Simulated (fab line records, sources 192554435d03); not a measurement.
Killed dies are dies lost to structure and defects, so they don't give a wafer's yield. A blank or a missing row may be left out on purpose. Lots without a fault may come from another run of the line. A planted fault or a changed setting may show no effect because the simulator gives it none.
Split-lot experiment | flow n5_finfet | 7 lots, 39 wafers read, on a route of 1938 steps

THE SPLIT
At N5_WELL_APT_IMPLANT_31, the setting energy_kev was moved away from the recipe's 60 on 6 of the 39 wafers read, by -7.1% to -6.9%. The other wafers ran this setting at the recipe's value.

The reading is taken at the split's own step.

THE READING
implant.drp_nm (the simulator's own value, which no gauge read), in nm, at N5_WELL_APT_IMPLANT_31. The file gives no usual value for it.

wafer  | tool, chamber at the split | energy_kev as run | against the recipe | implant.drp_nm, nm | against lot-mates on the recipe
L074.1 | implanter-01, 0            | 60                | recipe             | 64.53              | -
L074.2 | implanter-01, 0            | 60                | recipe             | 64.53              | -
L074.3 | implanter-01, 0            | 60                | recipe             | 64.53              | -
L074.4 | implanter-01, 0            | 60                | recipe             | 64.53              | -
L074.5 | implanter-01, 0            | 60                | recipe             | 64.53              | -
L074.6 | implanter-01, 0            | 60                | recipe             | 64.53              | -
L086.1 | implanter-01, 0            | 60                | recipe             | 64.53              | -
L086.2 | implanter-01, 0            | 60                | recipe             | 64.53              | -
L086.3 | implanter-01, 0            | 60                | recipe             | 64.53              | -
L086.4 | implanter-01, 0            | 60                | recipe             | 64.53              | -
L086.5 | implanter-01, 0            | 60                | recipe             | 64.53              | -
L086.6 | implanter-01, 0            | 60                | recipe             | 64.53              | -
L087.1 | implanter-01, 0            | 60                | recipe             | 64.53              | -
L087.2 | implanter-01, 0            | 60                | recipe             | 64.53              | -
L087.3 | implanter-01, 0            | 60                | recipe             | 64.53              | -
L089.1 | implanter-02, 0            | 60                | recipe             | 64.53              | -
L089.2 | implanter-02, 0            | 60                | recipe             | 64.53              | -
L089.3 | implanter-02, 0            | 60                | recipe             | 64.53              | -
L089.4 | implanter-02, 0            | 60                | recipe             | 64.53              | -
L089.5 | implanter-02, 0            | 60                | recipe             | 64.53              | -
L089.6 | implanter-02, 0            | 60                | recipe             | 64.53              | -
L093.1 | implanter-02, 0            | 60                | recipe             | 64.53              | -
L093.3 | implanter-02, 0            | 60                | recipe             | 64.53              | -
L093.5 | implanter-02, 0            | 60                | recipe             | 64.53              | -
L093.2 | implanter-02, 0            | 55.88             | -6.9%              | 62.12              | -2.41
L093.4 | implanter-02, 0            | 55.88             | -6.9%              | 62.12              | -2.41
L093.6 | implanter-02, 0            | 55.88             | -6.9%              | 62.12              | -2.41
L096.1 | implanter-02, 0            | 60                | recipe             | 64.53              | -
L096.2 | implanter-02, 0            | 60                | recipe             | 64.53              | -
L096.3 | implanter-02, 0            | 60                | recipe             | 64.53              | -
L096.4 | implanter-02, 0            | 60                | recipe             | 64.53              | -
L096.5 | implanter-02, 0            | 60                | recipe             | 64.53              | -
L096.6 | implanter-02, 0            | 60                | recipe             | 64.53              | -
L097.1 | implanter-01, 0            | 60                | recipe             | 64.53              | -
L097.2 | implanter-01, 0            | 60                | recipe             | 64.53              | -
L097.4 | implanter-01, 0            | 60                | recipe             | 64.53              | -
L097.3 | implanter-01, 0            | 55.74             | -7.1%              | 62.03              | -2.50
L097.5 | implanter-01, 0            | 55.74             | -7.1%              | 62.03              | -2.50
L097.6 | implanter-01, 0            | 55.74             | -7.1%              | 62.03              | -2.50

THE FIT
A straight line over all 39 wafers: implant.drp_nm changes by +0.352 nm for each +1% of energy_kev; r = +1.00; the points scatter about the line by 0.0016 nm.
The same after taking each lot's own level away (the mean of its wafers on the recipe; 39 wafers): +0.352 nm for each +1%; r = +1.00; scatter 0.0016 nm.
On that fit, the largest move of energy_kev shifts the reading by 2.5 nm.
The lots' own levels span 64.530 to 64.530 nm.
So the lot-to-lot level changes the slope little: the two slopes agree.
Check: with one of the wafers moved furthest among these (-7.1%) left out of the fit, the line predicts -2.5 nm for it against its lot-mates. It came out at -2.5 nm against them.

THE WHOLE CHAIN: every reading that the file lists as answering this split, in the file's order
step                   | what it does | reading                                                         | change (the file's fit)               | r (the file's)
N5_WELL_APT_IMPLANT_31 |              | implant.rp_nm (the simulator's own value, which no gauge read)  | +1.75 nm for each +1% of the setting  | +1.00
N5_WELL_APT_IMPLANT_31 |              | implant.drp_nm (the simulator's own value, which no gauge read) | +0.351 nm for each +1% of the setting | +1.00

THE FILE'S OWN FIT
implant.drp_nm changes by +0.351 nm for each +1% of energy_kev, r = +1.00.
